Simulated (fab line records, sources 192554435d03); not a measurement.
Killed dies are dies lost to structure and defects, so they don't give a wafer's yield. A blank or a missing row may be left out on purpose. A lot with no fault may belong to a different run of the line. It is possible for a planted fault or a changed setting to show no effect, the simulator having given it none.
One fault seen from 3 desks | flow n5-finfet | only its own numbers are on each desk; what lay behind them is given at the end

== THE METROLOGY DESK ==
What the gauges read, lot by lot, whatever tool the lot ran on: means of the sampled wafers that have a number. A lot is out of limits, marked OUT, if its mean lies more than 4 standard deviations from the usual mean; the brackets give that distance. 7 of its 12 readings are shown, namely those furthest out on some lot.
Columns: A = ION_P at N5_BEOL_M4_RC_MEAS_101, usual 465 uA/um; B = SS_N at N5_BEOL_M4_RC_MEAS_101, usual 71.4 mV/dec; C = SS_P at N5_BEOL_M4_RC_MEAS_101, usual 73.2 mV/dec; D = VT_N at N5_BEOL_M4_RC_MEAS_101, usual 249 mV; E = VT_P at N5_BEOL_M4_RC_MEAS_101, usual -250 mV; F = cd-nm at N5_BEOL_M9_CD_MEAS_18, usual 70.3 nm; G = trench-depth-nm at N5_BEOL_M9_OCD_MEAS_38, usual 150.7 nm
lot  | first seen here | A   | B    | C    | D   | E    | F    | G
L995 | day 8 15:56     | 465 | 71.4 | 73.4 | 249 | -249 | 70.5 | 150.2
L997 | day 9 02:43     | 464 | 71.4 | 74.0 | 250 | -252 | 69.8 | 148.6
L998 | day 10 08:14    | 470 | 71.7 | 73.1 | 248 | -247 | 70.2 | 152.1
L999 | day 10 08:27    | 456 | 72.0 | 73.5 | 252 | -253 | 70.5 | 150.8
L100 | day 10 09:13    | 463 | 71.6 | 72.9 | 253 | -253 | 71.1 | 149.8
L102 | day 10 13:52    | 473 | 71.3 | 72.6 | 246 | -246 | 70.4 | 151.8
L107 | day 11 18:20    | 469 | 71.5 | 73.0 | 246 | -249 | 70.8 | 141.3
L112 | day 12 21:07    | 469 | 71.2 | 73.2 | 250 | -250 | 69.7 | 148.8
L115 | day 14 04:31    | 465 | 71.5 | 74.0 | 249 | -250 | 70.6 | 148.1
Result from this desk: across the 9 lots, nothing is out of limits.

== THE TOOL OWNER'S DESK: pvd-sputter-02 ==
The tool's own readings at N5_BEOL_M9_HM_DEP_02 (deposits TiN, target thk 20 nm): means of the sampled wafers that have a number, for each lot that ran on this tool. A lot is out of limits, marked OUT, if its mean lies more than 4 standard deviations from the usual mean; the brackets give that distance.
Columns: A = throttle-valve-pct at N5_BEOL_M9_HM_DEP_02, usual 30.1 %
lot  | first seen here | A
L997 | day 10 19:55    | 30.4
L102 | day 12 12:26    | 30.9
L107 | day 13 12:06    | 30.0
Result from this desk: across the 3 lots, nothing is out of limits.

== THE DEFECT DESK ==
What the inspections along the route counted, lot by lot: means of the sampled wafers that have a number. A lot is out of limits, marked OUT, if its mean lies more than 4 standard deviations from the usual mean; the brackets give that distance.
Columns: A = raw-defect-count at N5_BEOL_M9_INSPECT_13, usual 451
lot  | first seen here | A
L995 | day 10 06:40    | 542
L997 | day 10 20:20    | 395
L998 | day 12 04:12    | 390
L999 | day 12 05:08    | 390
L100 | day 12 06:22    | 397
L102 | day 12 12:51    | 365
L107 | day 13 12:39    | 523
L112 | day 14 19:35    | 436
L115 | day 16 03:10    | 443
Result from this desk: across the 9 lots, nothing is out of limits.

== BROUGHT TOGETHER ==
Nothing out of limits was seen by the metrology desk.
The desk of the tool owner found nothing out of limits.
The defect desk saw nothing out of limits.

== WHAT THE SIMULATOR PUT IN ==
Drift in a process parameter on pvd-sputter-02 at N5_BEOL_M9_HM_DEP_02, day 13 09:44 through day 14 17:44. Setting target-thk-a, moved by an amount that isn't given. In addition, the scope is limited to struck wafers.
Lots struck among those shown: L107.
